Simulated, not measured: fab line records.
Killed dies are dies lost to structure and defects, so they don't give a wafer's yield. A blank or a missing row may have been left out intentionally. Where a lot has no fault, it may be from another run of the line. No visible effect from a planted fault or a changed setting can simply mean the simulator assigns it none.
Comparing a struck lot with a sound one / flow nand-harc / 16 out of 1302 route steps
Sound: wafers L655.2, L655.3, L655.4. Struck: wafer L673.2. (L673.4, L673.6 of the same lot were not struck and are left out.) The cause comes at the end.
At each step with rows: each side's tool, then ch and its chambers, then its first start. Under that, the readings that differ: sound wafers / struck wafers / difference of the means / sigmas: that difference in standard deviations of wafers without a fault.
alike: readings whose means differ by less than 2 such deviations, and words and numbers that are the same on both sides. not compared: withheld readings, readings that some wafer has no value for, bounds like >300 that may hide the same value, and numbers for which the record gives no deviation and whose values overlap.
The two part at a step that has a row with sigmas, a row that says differs or no value, or rows on one side only. Numbers that don't overlap but have no deviation are shown without sigmas and don't part them. Lack of a reading on every wafer of one side parts them only where that side has two or more wafers.

first, 3 steps without rows for these wafers: NHARC_A_STAIRCASE_STRIP_447 (strips in SPM, time 900 s); NHARC_A_STAIRCASE_PRECLEAN_448 (cleans in SC1); NHARC_A_STAIRCASE_SRD_449.
NHARC_A_STAIRCASE_CMP_450: polishes SiO2, target thk 200 nm.
  sound on cmp-04 ch 0,1,3, day 20 16:07; struck on cmp-04 ch 0, day 28 12:21
  alike: motor-current-A
NHARC_A_STAIRCASE_CMP_152: polishes.
  sound on cmp-04 ch 0,1,3, day 20 16:11; struck on cmp-04 ch 0, day 28 12:25
  alike: motor-current-A
then, 2 steps without rows for these wafers: NHARC_A_STAIRCASE_SRD_154; NHARC_A_STAIRCASE_ETCH_403 (etches SiO2 in dHF, target depth 108.2 nm).
NHARC_A_STAIRCASE_ETCHBACK_422: etches the open film in CH3F/O2, target depth 40 nm, time 74.286 s.
  sound on rie-diel-01 ch 0,2,3, day 20 16:38; struck on rie-diel-10 ch 2, day 28 12:53
reading=oes-product-au (a.u.); sound=0.92 0.93 0.93; struck=1.01; difference=+0.08; sigmas=+2
  alike: drypump-motor-current-A, o2-flow-sccm, rf-vpp-V, showerhead-plenum-p-Torr, throttle-valve-pct
  not compared: rf-hours-counter-h
then, 1 step without rows for these wafers: NHARC_A_STAIRCASE_ETCH_423 (etches SiO2 in dHF, target depth 30 nm).
NHARC_A_STAIRCASE_ETCHBACK_157: etches the open film in CH3F/O2, target depth 90 nm, time 167.14 s.
  sound on rie-diel-01 ch 0,1,3, day 20 17:00; struck on rie-diel-10 ch 1, day 28 13:16
reading=rf-hours-counter-h (h); sound=22 24 22; struck=15; difference=-8; sigmas=
  alike: drypump-motor-current-A, o2-flow-sccm, oes-product-au, rf-vpp-V, showerhead-plenum-p-Torr, throttle-valve-pct
then, 1 step without rows for these wafers: NHARC_A_STAIRCASE_STRIP_475 (strips in O2, time 20 s).
NHARC_A_STAIRCASE_DEP_471: deposits SiO2, target thk 100 nm.
  sound on pecvd-03 ch 0,1, day 20 17:17; struck on pecvd-01 ch 0, day 28 13:34
  alike: flow-sccm, heater-power-w, throttle-valve-pct
then, 2 steps without rows for these wafers: NHARC_A_STAIRCASE_CMP_472 (polishes SiO2); NHARC_A_STAIRCASE_SRD_474.
NHARC_A_SGD_CUT_DEP_00: deposits SiNx, target thk 50 nm.
  sound on pecvd-01 ch 0,2, day 20 17:58; struck on pecvd-02 ch 0, day 28 17:22
reading=hold; sound=- - -; struck=await-dispo/2.9h/release; difference=no value on the sound wafers; sigmas=
  alike: heater-power-w
-- record jumps: 5 days between struck wafers' starts before vs after; left off in module A_SGD_CUT, resumes in module END, first step shown is number 1302 of the route --
NHARC_END_SORT_01:
  here the record holds rows for the struck wafers (prober-01 ch 0, day 34 00:35) but none for the sound ones

WHERE THEY PART
Earliest at NHARC_A_STAIRCASE_ETCHBACK_422; latest, in this record, at NHARC_END_SORT_01.

WHY: the cause the simulator had injected
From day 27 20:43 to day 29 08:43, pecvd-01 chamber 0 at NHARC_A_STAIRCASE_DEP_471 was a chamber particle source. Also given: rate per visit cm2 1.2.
